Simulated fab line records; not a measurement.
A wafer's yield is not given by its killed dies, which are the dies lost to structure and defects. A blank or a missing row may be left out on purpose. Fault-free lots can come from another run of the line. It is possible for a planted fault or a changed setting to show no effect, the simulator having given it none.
fab line records	flow n5Finfet
[record] lots = 7	wafers = 21
route steps=1938 shown BEOL_M5@1119 BEOL_M6@1194 BEOL_M7@1302 BEOL_M8@1337 BEOL_M10@1474
startH: start of the lot's first displayed wafer, in hours after the record's first day	waitH: hours elapsed since this lot's preceding step	" the same as in the row above	L1.1+2: one row covering several wafers at once	- no value, or no start given	* or withheld: withheld	< > ~ a bound
route shown NAME@n: names a module that has steps shown in the file, with the first one's number in the route	usual: mean and standard deviation over wafers with no fault	same: alike in all rows	chamber/n: place in a boat	sites: the reading at each site	_std_site: how widely they spread, as a standard deviation	_edge_site: outer sites' mean less inner sites'	radiusMm: for every site, how far away it sits from the centre of the wafer	mask NAME#n: copy n	behind: the tool/chamber that last shaped the wafer	hold: cause of the lot's hold/its duration in hours/its outcome	device: whichever transistor did not switch (one of n, p or np)	end of line: at the end of the route, the tests of the same wafers	a step with no rows: only its recipe	killed: dies that structure and defects cost at the first sort, which is not the same as the wafer's yield	map: dies across one wafer; x = killed, . = not, _ = none there
set.NAME: the run value of the setting; set.NAME@STEP: its run value at that earlier step	model.NAME: the simulator's own value behind a step, which no gauge read
lots where settings were altered on purpose, with a table for each step and a row for each wafer
[[steps]]
[step N5_BEOL_M5_COAT_71]
[recipe] resist = underlayer	tempC = 205	timeS = 60	spinRpm = 1500	resistThkNm = 5
lot.wafer	tool	chamber	startH	waitH	set.spinRpm
L075.1+4	lithoTrack-05	0	-	-	1500
L075.3	"	0	"	"	1603
L076.1	lithoTrack-03	0	-	-	1500
L076.2+6	"	0	"	"	1601
L081.1+6	lithoTrack-01	0	-	-	1605
L081.3	"	0	"	"	1500
L083.1+3+4	lithoTrack-01	0	-	-	1500
L086.1+3	lithoTrack-03	0	-	-	1500
L086.5	"	0	"	"	1437
L096.2+3	lithoTrack-05	0	-	-	1500
L096.6	"	0	"	"	1605
L095.2+5+6	lithoTrack-05	0	-	-	1443
[step N5_BEOL_M5_COAT_05]
[recipe] resist = CAR-EUV	spinRpm = 1500	resistThkNm = 30
[step N5_BEOL_M5_EBR_07]
[recipe] solvent = PGMEA	ebrWidthMm = 1.5
[step N5_BEOL_M5_DESCUM_16]
[recipe] chemistry = O2	timeS = 7	sourcePowerW = 50	biasPowerW = 20	pressureMtorr = 20	rfFrequencyHz = 2.712e+07	tempC = 40	resist = CAR-EUV	o2FlowSccm = 225
[step N5_BEOL_M5_ETCH_72]
[recipe] chemistry = N2/H2	target = underlayer	targetDepthA = 65	maskMaterial = CAR-EUV	timeS = 5.2	ionEnergyEv = 200	pressureMtorr = 30	sourceW = 840	biasW = 150	n2FlowSccm = 200	h2FlowSccm = 200	ends = cleared
lot.wafer	tool	chamber	startH	waitH	set.spinRpm@BEOL_M5_COAT_71	model.etch.depthNm
L075.1	rieDiel-06	2	178.84	0.0	1500	4.998
L075.3	"	1	"	"	1603	4.834
L075.4	"	3	"	"	1500	5.007
L076.1	rieDiel-05	1	185.05	0.0	1500	5.02
L076.2	"	2	"	"	1601	4.861
L076.6	"	3	"	"	1601	4.856
L081.1	rieDiel-02	0	217.77	0.0	1605	4.831
L081.3	"	1	"	"	1500	5.005
L081.6	"	1	"	"	1605	4.852
L083.1	rieDiel-05	1	221.10	0.0	1500	5.011
L083.3	"	3	"	"	1500	5.014
L083.4	"	0	"	"	1500	5.016
L086.1	rieDiel-05	1	239.10	0.0	1500	5.006
L086.3	"	0	"	"	1500	5.01
L086.5	"	0	"	"	1437	5.115
L096.2	rieDiel-05	3	306.77	0.0	1500	5.028
L096.3	"	0	"	"	1500	5.037
L096.6	"	3	"	"	1605	4.872
L095.2	rieDiel-02	3	310.28	0.0	1443	5.108
L095.5	"	1	"	"	1443	5.11
L095.6	"	0	"	"	1443	5.115
[step N5_BEOL_M5_ETCH_61]
[recipe] chemistry = CF4	target = SiARC	targetDepthA = 156	maskMaterial = CAR-EUV	timeS = 26	ionEnergyEv = 80	pressureMtorr = 40	sourceW = 545	biasW = 36	Ar_flow_sccm = 100	cf4FlowSccm = 100	ends = cleared
[step N5_BEOL_M5_ETCH_62]
[recipe] chemistry = N2/H2	target = SOC	targetDepthA = 750	overetchA = 150	maskMaterial = SiARC	tempC = 40	timeS = 112.5	ionEnergyEv = 200	pressureMtorr = 30	sourceW = 840	biasW = 150	n2FlowSccm = 200	h2FlowSccm = 200
[step N5_BEOL_M5_STRIP_73]
[recipe] chemistry = N2/H2	tempC = 40	n2FlowSccm = 200	h2FlowSccm = 200	rfFrequencyHz = 6e+07
[step N5_BEOL_M5_STRIP_64]
[recipe] chemistry = CF4	resist = SiARC	powerW = 300	biasPowerW = 75	pressureMtorr = 50	cf4FlowSccm = 150	rfFrequencyHz = 6e+07
[step N5_BEOL_M5_HM_OPEN_17]
[recipe] chemistry = Cl2/BCl3	targetDepthA = 200	overetchA = 60	target = TiN	maskMaterial = SOC	ionEnergyEv = 150	pressureMtorr = 10	icpW = 1000	biasW = 126	Cl2_flow_sccm = 53.25	bcl3FlowSccm = 21.75	Ar_flow_sccm = 25
lot.wafer	tool	chamber	startH	waitH	set.targetThkA@BEOL_M5_HM_DEP_02	model.etch.depthNm
L075.1	rieMetal-02	0	179.05	0.0	200	20.16
L075.3	"	0	"	"	175.5	17.73
L075.4	"	1	"	"	200	20.2
L076.1	rieMetal-03	0	185.27	0.0	175.8	17.47
L076.2	"	1	"	"	175.8	17.76
L076.6	"	1	"	"	175.8	17.39
L081.1	rieMetal-03	1	217.98	0.0	181.6	18.07
L081.3	"	1	"	"	200	20.06
L081.6	"	1	"	"	200	20.21
L083.1	rieMetal-01	1	221.32	0.0	200	20.27
L083.3	"	1	"	"	200	20.05
L083.4	"	0	"	"	200	20.04
L086.1	rieMetal-01	0	239.31	0.0	200	20.38
L086.3	"	0	"	"	200	20.24
L086.5	"	1	"	"	189.1	19.14
L096.2	rieMetal-02	0	306.98	0.0	223.5	22.54
L096.3	"	0	"	"	200	20.08
L096.6	"	1	"	"	200	20
L095.2	rieMetal-01	1	310.49	0.0	175.7	17.86
L095.5	"	0	"	"	200	20.4
L095.6	"	1	"	"	200	20.35
[step N5_BEOL_M6_ILD_DEP_00]
[recipe] material = SiCOH_lowk	targetThkA = 1797.5	tempC = 300	precursor = DEMS/porogen	pressureTorr = 5	rfW = 500	timeS = 33.4
lot.wafer	tool	chamber	startH	waitH	set.timeS	model.SiCOH_lowk_of_BEOL_M6_ILD_DEP_00.thkNm
L075.1	pecvd-04	2	187.20	0.0	33.4	176.8
L075.3	"	1	"	"	37.52	199.2
L075.4	"	1	"	"	33.4	177.8
L076.1	pecvd-02	2	193.36	0.0	29.04	156.4
L076.2	"	1	"	"	29.04	156
L076.6	"	2	"	"	33.4	181
L081.1	pecvd-01	0	228.12	0.0	33.4	181.8
L081.3	"	2	"	"	33.4	177
L081.6	"	1	"	"	30.79	166.6
L083.1	pecvd-01	2	232.40	0.0	33.4	176.4
L083.3	"	1	"	"	33.4	175
L083.4	"	2	"	"	33.4	179
L086.1+5	pecvd-04	0	250.27	0.0	33.4	178.2
L086.3	"	1	"	"	33.4	179
L096.2	pecvd-04	0	317.43	0.0	30.26	160.8
L096.3	"	1	"	"	33.4	179.2
L096.6	"	0	"	"	30.26	164.2
L095.2	pecvd-04	2	321.31	0.0	33.4	179.2
L095.5	"	2	"	"	38.35	207.8
L095.6	"	1	"	"	38.35	207.4
[step N5_BEOL_M6_CURE_74]
[recipe] tempC = 385	timeS = 240	ambient = He/Ar	material = SiCOH_lowk
lot.wafer	tool	chamber	startH	waitH	set.timeS@BEOL_M6_ILD_DEP_00	model.SiCOH_lowk_of_BEOL_M6_ILD_DEP_00.thkNm
L075.1	uvCure-02	0	187.27	0.0	33.4	152.4
L075.3	"	0	"	"	37.52	172
L075.4	"	0	"	"	33.4	153.4
L076.1	uvCure-02	2	193.42	0.0	29.04	134.6
L076.2	"	2	"	"	29.04	134.4
L076.6	"	2	"	"	33.4	156.2
L081.1	uvCure-02	1	228.19	0.0	33.4	156.8
L081.3	"	1	"	"	33.4	152.6
L081.6	"	1	"	"	30.79	143.4
L083.1	uvCure-03	1	232.73	0.3	33.4	152.2
L083.3	"	1	"	"	33.4	150.8
L083.4	"	1	"	"	33.4	154.4
L086.1+5	uvCure-02	1	250.33	0.0	33.4	153.6
L086.3	"	1	"	"	33.4	154.4
L096.2	uvCure-01	1	317.58	0.1	30.26	138.4
L096.3	"	1	"	"	33.4	154.6
L096.6	"	1	"	"	30.26	141.4
L095.2	uvCure-03	0	321.45	0.1	33.4	154.4
L095.5	"	0	"	"	38.35	179.6
L095.6	"	0	"	"	38.35	179
[step N5_BEOL_M6_THK_MEAS_01]
[recipe] reads = SiCOH_lowk_of_BEOL_M6_ILD_DEP_00
[usual] M6_ILD_THK = 155.1/2
lot.wafer	tool	chamber	startH	waitH	set.timeS@BEOL_M6_ILD_DEP_00	M6_ILD_THK[nm]
L075.1	filmMetro-01	-	187.78	0.4	33.4	152.4
L075.3	"	-	"	"	37.52	172.1
L075.4	"	-	"	"	33.4	153.4
L076.1	filmMetro-01	-	193.93	0.4	29.04	134.7
L076.2	"	-	"	"	29.04	134.4
L076.6	"	-	"	"	33.4	156.2
L081.1	filmMetro-02	-	228.70	0.4	33.4	156.8
L081.3	"	-	"	"	33.4	152.5
L081.6	"	-	"	"	30.79	143.4
L083.1	filmMetro-02	-	233.24	0.4	33.4	152.1
L083.3	"	-	"	"	33.4	150.8
L083.4	"	-	"	"	33.4	154.3
L086.1	filmMetro-02	-	251.33	0.8	33.4	153.7
L086.3	"	-	"	"	33.4	154.3
L086.5	"	-	"	"	33.4	153.8
L096.2	filmMetro-01	-	318.01	0.4	30.26	138.5
L096.3	"	-	"	"	33.4	154.5
L096.6	"	-	"	"	30.26	141.4
L095.2	filmMetro-01	-	321.88	0.4	33.4	154.5
L095.5	"	-	"	"	38.35	179.7
L095.6	"	-	"	"	38.35	179.0
[step N5_BEOL_M6_TRENCH_ETCH_37]
[recipe] chemistry = C4F6/O2	targetDepthA = 944.35	target = SiCOH_lowk	timeS = 31.5	ionEnergyEv = 250	pressureMtorr = 30	sourceW = 345	biasW = 185	Ar_flow_sccm = 300	C4F6_flow_sccm = 10	O2_flow_sccm = 10
[usual] rfVppV = 670/5.8
lot.wafer	tool	chamber	startH	waitH	set.sourceW	rfVppV
L075.1	rieDiel-03	0	-	-	345	668
L075.3	"	1	"	"	287.3	726
L075.4	"	2	"	"	287.3	744
L076.1	rieDiel-03	3	-	-	345	664
L076.2	"	2	"	"	345	677
L076.6	"	1	"	"	345	661
L081.1	rieDiel-04	1	-	-	345	667
L081.3	"	3	"	"	345	673
L081.6	"	2	"	"	391.7	622
L083.1	rieDiel-04	3	-	-	345	672
L083.3	"	0	"	"	345	664
L083.4	"	1	"	"	345	667
L086.1	rieDiel-01	2	-	-	345	669
L086.3	"	1	"	"	283.9	744
L086.5	"	0	"	"	283.9	738
L096.2	rieDiel-01	0	-	-	303.4	711
L096.3	"	1	"	"	303.4	720
L096.6	"	0	"	"	345	666
L095.2	rieDiel-03	0	-	-	292.1	727
L095.5	"	1	"	"	292.1	718
L095.6	"	2	"	"	345	676
[step N5_BEOL_M7_ETCH_66]
[recipe] chemistry = N2/H2	target = SOC	targetDepthA = 800	overetchA = 160	maskMaterial = SiARC	tempC = 40	timeS = 120	ionEnergyEv = 200	pressureMtorr = 30	sourceW = 840	biasW = 150	n2FlowSccm = 200	h2FlowSccm = 200
[usual] rfVppV = 524.8/2.9
lot.wafer	tool	chamber	startH	waitH	set.biasW	rfVppV	model.SiARC_of_BEOL_M7_COAT_64.thkNm
L075.1	rieDiel-02	0	200.51	0.0	150	522.3	6.6
L075.3	"	3	"	"	150	526.2	6.4
L075.4	"	2	"	"	171	572.7	5.6
L076.1	rieDiel-05	1	204.89	0.0	161.4	544.8	5.8
L076.2	"	2	"	"	150	525.0	6.6
L076.6	"	3	"	"	161.4	550.9	6
L081.1	rieDiel-02	0	242.12	0.0	173.4	570.8	5.4
L081.3	"	3	"	"	150	527.1	6.4
L081.6	"	3	"	"	173.4	579.1	5.2
L083.1	rieDiel-02	3	245.93	0.0	150	528.7	6.4
L083.3	"	2	"	"	150	526.9	6.6
L083.4	"	1	"	"	150	525.6	6.4
L086.1	rieDiel-02	3	260.82	0.0	174.7	580.8	5.2
L086.3	"	0	"	"	150	520.1	6.4
L086.5	"	3	"	"	150	528.4	6.4
L095.2	rieDiel-02	3	336.67	0.0	150	528.5	6.4
L095.5	"	0	"	"	150	520.9	6.4
L095.6	"	1	"	"	150	526.8	6.2
L096.2	rieDiel-05	1	336.74	0.0	134.8	481.9	7.2
L096.3	"	3	"	"	150	525.2	6.6
L096.6	"	3	"	"	150	525.6	6.6
[step N5_BEOL_M7_ETCH_41]
[recipe] chemistry = CH3F/O2	target = SiCN	targetDepthA = 319	taperDeg = 2	timeS = 57.8	ionEnergyEv = 120	maskMaterial = TiN	pressureMtorr = 30	sourceW = 395	biasW = 75	Ar_flow_sccm = 150	CH3F_flow_sccm = 30	O2_flow_sccm = 20
[usual] rfVppV = 297.7/1.7
lot.wafer	tool	chamber	startH	waitH	set.sourceW	rfVppV	model.etch.depthNm
L075.1	rieDiel-02	0	-	-	459.5	281.8	22.95
L075.3	"	3	"	"	459.5	285.4	23.35
L075.4	"	2	"	"	395	298.9	21.56
L076.1	rieDiel-05	1	-	-	414.6	290.1	22.3
L076.2	"	2	"	"	414.6	292.6	21.94
L076.6	"	3	"	"	395	298.2	21.35
L081.1	rieDiel-02	0	-	-	395	294.6	21.54
L081.3	"	3	"	"	395	299.6	21.71
L081.6	"	3	"	"	395	298.8	21.73
L083.1	rieDiel-02	3	-	-	395	301.2	21.8
L083.3	"	2	"	"	395	298.2	21.13
L083.4	"	1	"	"	395	298.9	21.64
L086.1	rieDiel-02	3	-	-	395	298.8	22.02
L086.3	"	0	"	"	361.1	302.4	20.92
L086.5	"	3	"	"	395	299.0	21.95
L095.2	rieDiel-02	3	-	-	395	298.7	21.83
L095.5	"	0	"	"	454.5	282.7	22.84
L095.6	"	1	"	"	395	298.1	21.7
L096.2	rieDiel-05	1	-	-	395	292.9	21.86
L096.3	"	3	"	"	395	300.3	21.3
L096.6	"	3	"	"	460.8	282.8	22.64
[step N5_BEOL_M8_COAT_59]
[recipe] resist = SOC	tempC = 250	timeS = 60	spinRpm = 1500	resistThkNm = 100
lot.wafer	tool	chamber	startH	waitH	set.spinRpm	model.SOC_of_BEOL_M8_COAT_59.thkNm
L075.1	lithoTrack-03	0	205.66	0.1	1500	100
L075.3	"	0	"	"	1432	102
L075.4	"	0	"	"	1500	100.2
L076.1+2	lithoTrack-01	0	210.12	0.1	1500	100.4
L076.6	"	0	"	"	1500	100.2
L081.1+6	lithoTrack-02	0	251.57	0.1	1500	100.4
L081.3	"	0	"	"	1500	100.2
L083.1+4	lithoTrack-03	0	251.67	0.1	1500	100
L083.3	"	0	"	"	1500	100.2
L086.1	lithoTrack-01	0	266.01	0.1	1616	96.8
L086.3	"	0	"	"	1500	100.4
L086.5	"	0	"	"	1616	97
L095.2+5	lithoTrack-02	0	341.12	0.1	1500	99.8
L095.6	"	0	"	"	1500	100.2
L096.2+3	lithoTrack-03	0	343.93	0.1	1576	97.8
L096.6	"	0	"	"	1576	97.6
[step N5_BEOL_M8_DEVELOP_10]
[recipe] developTimeS = 30	developer = TMAH	resist = CAR-ArF	rinseLiquid = diw	dry = airSpin	devTempC = 23
lot.wafer	tool	chamber	startH	waitH	set.developTimeS
L075.1+3+4	lithoTrack-03	0	-	-	30
L076.1+6	lithoTrack-03	0	-	-	34.28
L076.2	"	0	"	"	30
L081.1	lithoTrack-03	0	-	-	30
L081.3+6	"	0	"	"	33.42
L083.1+3+4	lithoTrack-03	0	-	-	30
L086.1+3+5	lithoTrack-01	0	-	-	30
L095.2	lithoTrack-02	0	-	-	30
L095.5+6	"	0	"	"	34.07
L096.2	lithoTrack-02	0	-	-	30
L096.3+6	"	0	"	"	24.51
[step N5_BEOL_M8_DESCUM_16]
[recipe] chemistry = O2	timeS = 7.9	sourcePowerW = 50	biasPowerW = 20	pressureMtorr = 20	rfFrequencyHz = 2.712e+07	tempC = 40	resist = CAR-ArF	o2FlowSccm = 225
[step N5_BEOL_M8_ETCH_61]
[recipe] chemistry = CF4	target = SiARC	targetDepthA = 455	maskMaterial = CAR-ArF	timeS = 75.8	ionEnergyEv = 80	pressureMtorr = 40	sourceW = 545	biasW = 36	Ar_flow_sccm = 100	cf4FlowSccm = 100	ends = cleared
lot.wafer	tool	chamber	startH	waitH	set.developTimeS@BEOL_M8_DEVELOP_10	model.BEOL_M8.cdOffsetNm
L075.1+4	rieDiel-03	3,0	206.47	0.0	30	-0.2
L075.3	"	1	"	"	30	0
L076.1	rieDiel-03	3	210.49	0.0	34.28	0.8
L076.2	"	0	"	"	30	0
L076.6	"	3	"	"	34.28	0.6
L081.1	rieDiel-01	1	252.10	0.0	30	-0.2
L081.3	"	2	"	"	33.42	0.6
L081.6	"	1	"	"	33.42	0.4
L083.1	rieDiel-04	2	252.36	0.0	30	0.2
L083.3	"	0	"	"	30	0.6
L083.4	"	1	"	"	30	0
L086.1+5	rieDiel-03	1	266.38	0.0	30	0
L086.3	"	2	"	"	30	0.4
L095.2	rieDiel-01	2	341.62	0.0	30	0.4
L095.5+6	"	1,0	"	"	34.07	0.8
L096.2	rieDiel-03	1	344.42	0.0	30	-0.4
L096.3	"	3	"	"	24.51	-1.4
L096.6	"	0	"	"	24.51	-1.6
[step N5_BEOL_M8_ETCH_62]
[recipe] chemistry = N2/H2	target = SOC	targetDepthA = 1100	overetchA = 220	maskMaterial = SiARC	tempC = 40	timeS = 165	ionEnergyEv = 200	pressureMtorr = 30	sourceW = 840	biasW = 150	n2FlowSccm = 200	h2FlowSccm = 200
lot.wafer	tool	chamber	startH	waitH	set.spinRpm@BEOL_M8_COAT_59	model.etch.depthNm
L075.1	rieDiel-03	3	206.53	0.0	1500	99.94
L075.3	"	1	"	"	1432	102.1
L075.4	"	0	"	"	1500	100.2
L076.1	rieDiel-03	3	210.55	0.0	1500	100.4
L076.2	"	0	"	"	1500	100.3
L076.6	"	3	"	"	1500	100.1
L081.1	rieDiel-01	1	252.16	0.0	1500	100.4
L081.3+6	"	2,1	"	"	1500	100.3
L083.1	rieDiel-04	2	252.42	0.0	1500	100
L083.3	"	0	"	"	1500	100.2
L083.4	"	1	"	"	1500	100.1
L086.1	rieDiel-03	1	266.43	0.0	1616	96.81
L086.3	"	2	"	"	1500	100.3
L086.5	"	1	"	"	1616	96.95
L095.2	rieDiel-01	2	341.67	0.0	1500	99.86
L095.5	"	1	"	"	1500	99.85
L095.6	"	0	"	"	1500	100.2
L096.2	rieDiel-03	1	344.48	0.0	1576	97.7
L096.3	"	3	"	"	1576	97.75
L096.6	"	0	"	"	1576	97.65
[step N5_BEOL_M8_STRIP_68]
[recipe] chemistry = N2/H2	tempC = 40	n2FlowSccm = 200	h2FlowSccm = 200	rfFrequencyHz = 6e+07
[step N5_BEOL_M8_STRIP_67]
[recipe] chemistry = CF4	resist = SiARC	powerW = 300	biasPowerW = 75	pressureMtorr = 50	cf4FlowSccm = 150	rfFrequencyHz = 6e+07
[step N5_BEOL_M8_HM_OPEN_17]
[recipe] chemistry = Cl2/BCl3	targetDepthA = 200	overetchA = 60	target = TiN	maskMaterial = SOC	ionEnergyEv = 150	pressureMtorr = 10	icpW = 1000	biasW = 126	Cl2_flow_sccm = 53.25	bcl3FlowSccm = 21.75	Ar_flow_sccm = 25
lot.wafer	tool	chamber	startH	waitH	set.spinRpm@BEOL_M8_COAT_59	model.SOC_of_BEOL_M8_COAT_59.thkNm
L075.1	rieMetal-02	0	206.72	0.0	1500	92
L075.3	"	0	"	"	1432	94.2
L075.4	"	1	"	"	1500	92.2
L076.1	rieMetal-01	1	210.74	0.0	1500	92.6
L076.2	"	0	"	"	1500	92.4
L076.6	"	1	"	"	1500	92.2
L081.1	rieMetal-02	1	252.34	0.0	1500	92.6
L081.3+6	"	1,0	"	"	1500	92.4
L083.1+4	rieMetal-01	1	252.60	0.0	1500	92.2
L083.3	"	0	"	"	1500	92.4
L086.1+5	rieMetal-02	1,0	266.62	0.0	1616	89
L086.3	"	0	"	"	1500	92.4
L095.2+5	rieMetal-02	1,0	341.86	0.0	1500	92
L095.6	"	1	"	"	1500	92.4
L096.2+6	rieMetal-02	1,0	344.67	0.0	1576	89.8
L096.3	"	1	"	"	1576	90
[step N5_BEOL_M10_HM_DEP_02]
[recipe] material = TiN	targetThkA = 200	tempC = 25	chamberPressurePa = 0.49996
lot.wafer	tool	chamber	startH	waitH	set.targetThkA	model.TiN_of_BEOL_M10_HM_DEP_02.thkNm
L075.1+4	pvdSputter-02	-	220.65	1.0	200	20.2
L075.3	"	-	"	"	200	19.8
L076.1+6	pvdSputter-03	-	224.41	1.1	217.3	21.6
L076.2	"	-	"	"	200	20
L083.1+3	pvdSputter-02	-	265.82	1.4	200	20
L083.4	"	-	"	"	200	19.8
L081.1+3	pvdSputter-02	-	266.02	0.7	200	20
L081.6	"	-	"	"	189.5	19
L086.1+3	pvdSputter-01	-	281.50	1.7	200	19.8
L086.5	"	-	"	"	200	20
L095.2+5	pvdSputter-03	-	357.69	2.5	221.5	22
L095.6	"	-	"	"	200	19.8
L096.2+6	pvdSputter-03	-	361.12	0.0	200	20
L096.3	"	-	"	"	216.4	21.6
[step N5_BEOL_M10_COAT_59]
[recipe] resist = SOC	tempC = 250	timeS = 60	spinRpm = 1500	resistThkNm = 100
[step N5_BEOL_M10_COAT_60]
[recipe] resist = SiARC	tempC = 220	timeS = 60	spinRpm = 1500	resistThkNm = 30
[step N5_BEOL_M10_STRIP_68]
[recipe] chemistry = N2/H2	tempC = 40	n2FlowSccm = 200	h2FlowSccm = 200	rfFrequencyHz = 6e+07
[step N5_BEOL_M10_STRIP_67]
[recipe] chemistry = CF4	resist = SiARC	powerW = 300	biasPowerW = 75	pressureMtorr = 50	cf4FlowSccm = 150	rfFrequencyHz = 6e+07
[step N5_BEOL_M10_HM_OPEN_17]
[recipe] chemistry = Cl2/BCl3	targetDepthA = 200	overetchA = 60	target = TiN	maskMaterial = SOC	ionEnergyEv = 150	pressureMtorr = 10	icpW = 1000	biasW = 126	Cl2_flow_sccm = 53.25	bcl3FlowSccm = 21.75	Ar_flow_sccm = 25
lot.wafer	tool	chamber	startH	waitH	set.targetThkA@BEOL_M10_HM_DEP_02	model.etch.depthNm
L075.1	rieMetal-01	0	221.55	0.0	200	20.14
L075.3	"	0	"	"	200	19.83
L075.4	"	1	"	"	200	20.21
L076.1	rieMetal-01	0	225.59	0.0	217.3	21.6
L076.2	"	1	"	"	200	19.93
L076.6	"	1	"	"	217.3	21.51
L083.1	rieMetal-01	0	266.67	0.0	200	19.99
L083.3	"	0	"	"	200	19.91
L083.4	"	1	"	"	200	19.84
L081.1	rieMetal-02	0	267.18	0.0	200	19.95
L081.3	"	1	"	"	200	19.96
L081.6	"	1	"	"	189.5	18.92
L086.1	rieMetal-02	0	282.39	0.0	200	19.83
L086.3	"	0	"	"	200	19.84
L086.5	"	1	"	"	200	19.9
L095.2	rieMetal-01	1	359.14	0.0	221.5	22.03
L095.5	"	0	"	"	221.5	21.93
L095.6	"	1	"	"	200	19.77
L096.2	rieMetal-01	1	362.01	0.0	200	20.04
L096.3	"	0	"	"	216.4	21.67
L096.6	"	1	"	"	200	20.05
[[key]]
[split] step = N5_BEOL_M5_COAT_71	setting = spinRpm	stated = 1500	by = wafer
[response] step = N5_BEOL_M5_ETCH_72	reading = model.etch.depthNm	change = -0.0238	per = 1%	r = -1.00
[split] step = N5_BEOL_M6_ILD_DEP_00	setting = timeS	stated = 33.4	by = wafer
[response] step = N5_BEOL_M6_ILD_DEP_00	reading = model.SiCOH_lowk_of_BEOL_M6_ILD_DEP_00.thkNm	change = +1.84	per = 1%	r = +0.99
[response] step = N5_BEOL_M6_CURE_74	reading = model.SiCOH_lowk_of_BEOL_M6_ILD_DEP_00.thkNm	change = +1.61	per = 1%	r = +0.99
[response] step = N5_BEOL_M6_THK_MEAS_01	reading = M6_ILD_THK	change = +1.61	per = 1%	r = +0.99
[split] step = N5_BEOL_M6_TRENCH_ETCH_37	setting = sourceW	stated = 345	by = wafer
[response] step = N5_BEOL_M6_TRENCH_ETCH_37	reading = rfVppV	change = -3.77	per = 1%	r = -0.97
[split] step = N5_BEOL_M7_ETCH_66	setting = biasW	stated = 150	by = wafer
[response] step = N5_BEOL_M7_ETCH_66	reading = rfVppV	change = +3.41	per = 1%	r = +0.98
[response] step = N5_BEOL_M7_ETCH_66	reading = model.SiARC_of_BEOL_M7_COAT_64.thkNm	change = -0.0699	per = 1%	r = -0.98
[split] step = N5_BEOL_M7_ETCH_41	setting = sourceW	stated = 395	by = wafer
[response] step = N5_BEOL_M7_ETCH_41	reading = rfVppV	change = -0.898	per = 1%	r = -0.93
[response] step = N5_BEOL_M7_ETCH_41	reading = model.etch.depthNm	change = +0.0836	per = 1%	r = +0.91
[split] step = N5_BEOL_M8_COAT_59	setting = spinRpm	stated = 1500	by = wafer
[response] step = N5_BEOL_M8_COAT_59	reading = model.SOC_of_BEOL_M8_COAT_59.thkNm	change = -0.444	per = 1%	r = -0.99
[response] step = N5_BEOL_M8_ETCH_62	reading = model.etch.depthNm	change = -0.444	per = 1%	r = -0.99
[response] step = N5_BEOL_M8_HM_OPEN_17	reading = model.SOC_of_BEOL_M8_COAT_59.thkNm	change = -0.446	per = 1%	r = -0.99
[split] step = N5_BEOL_M8_DEVELOP_10	setting = developTimeS	stated = 30	by = wafer
[response] step = N5_BEOL_M8_ETCH_61	reading = model.BEOL_M8.cdOffsetNm	change = +0.0511	per = 1%	r = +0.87
[split] step = N5_BEOL_M10_HM_DEP_02	setting = targetThkA	stated = 200	by = wafer
[response] step = N5_BEOL_M10_HM_DEP_02	reading = model.TiN_of_BEOL_M10_HM_DEP_02.thkNm	change = +0.196	per = 1%	r = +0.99
[response] step = N5_BEOL_M10_HM_OPEN_17	reading = model.etch.depthNm	change = +0.198	per = 1%	r = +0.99
split outsideThisFile step=N5_BEOL_M5_HM_DEP_02 setting=targetThkA
// split outsideThisFile: this setting was split too, and the file shows its column; the key of that split is in another file
